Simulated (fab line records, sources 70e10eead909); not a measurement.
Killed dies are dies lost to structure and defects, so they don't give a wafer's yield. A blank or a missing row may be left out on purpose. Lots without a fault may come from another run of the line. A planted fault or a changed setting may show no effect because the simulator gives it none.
Chamber matching | flow nand_harc | NHARC_A_BLC_CMP_25 on cmp-01: 4 sister chambers
The step polishes, t overpolish 30 s, target thk 150 nm. 8 wafers are shown with their chamber, then 9 later ones without.

WAFERS WITH THEIR CHAMBER
wafer  | chamber | motor_current_A (A) | time_to_endpoint_s (s)
L075.3 | 2       | 12.9                | 28.2
L082.5 | 1       | 14.7                | 31.0
L088.1 | 3       | 11.2                | 26.6
L088.3 | 0       | 11.9                | 30.5
L088.4 | 2       | 12.1                | 28.0
L089.1 | 3       | 11.0                | 27.4
L089.2 | 0       | 11.8                | 29.6
L089.3 | 1       | 13.9                | 32.5

WAFERS WITHOUT THEIR CHAMBER
wafer  | motor_current_A (A) | time_to_endpoint_s (s)
L091.1 | 12.0                | 32.7
L091.3 | 11.6                | 27.7
L091.5 | 14.2                | 36.2
L094.1 | 11.2                | 26.0
L094.4 | 12.0                | 26.1
L094.5 | 11.7                | 32.8
L095.1 | 12.2                | 26.6
L095.3 | 11.7                | 31.3
L095.4 | 11.4                | 24.9

WHICH CHAMBER EACH WENT THROUGH
wafer  | from the rows above          | in truth
L091.1 | can't be placed: 0 or 1      | 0
L091.3 | can't be placed: 3 or 2 or 0 | 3
L091.5 | 1                            | 1
L094.1 | 3                            | 3
L094.4 | can't be placed: 3 or 2      | 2
L094.5 | 0                            | 0
L095.1 | can't be placed: 2 or 3      | 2
L095.3 | 0                            | 0
L095.4 | 3                            | 3
Placed correctly: 5 of 9. Can't be placed from these rows: 4 (the true chamber is among the candidates in 4). Placed wrongly: 0.
How it was worked out, from the rows above alone: a wafer's distance from a chamber is the root of the sum, over the readings, of the square of ((its reading less the chamber's mean) divided by the reading's scatter). The wafer belongs to the nearest chamber; if the next one is less than 2 further off, it can't be placed. A chamber's mean is the mean of its shown wafers. The scatter: the root of (the sum of the squares of (reading less its chamber's mean) over the shown wafers, divided by (wafers less chambers)).
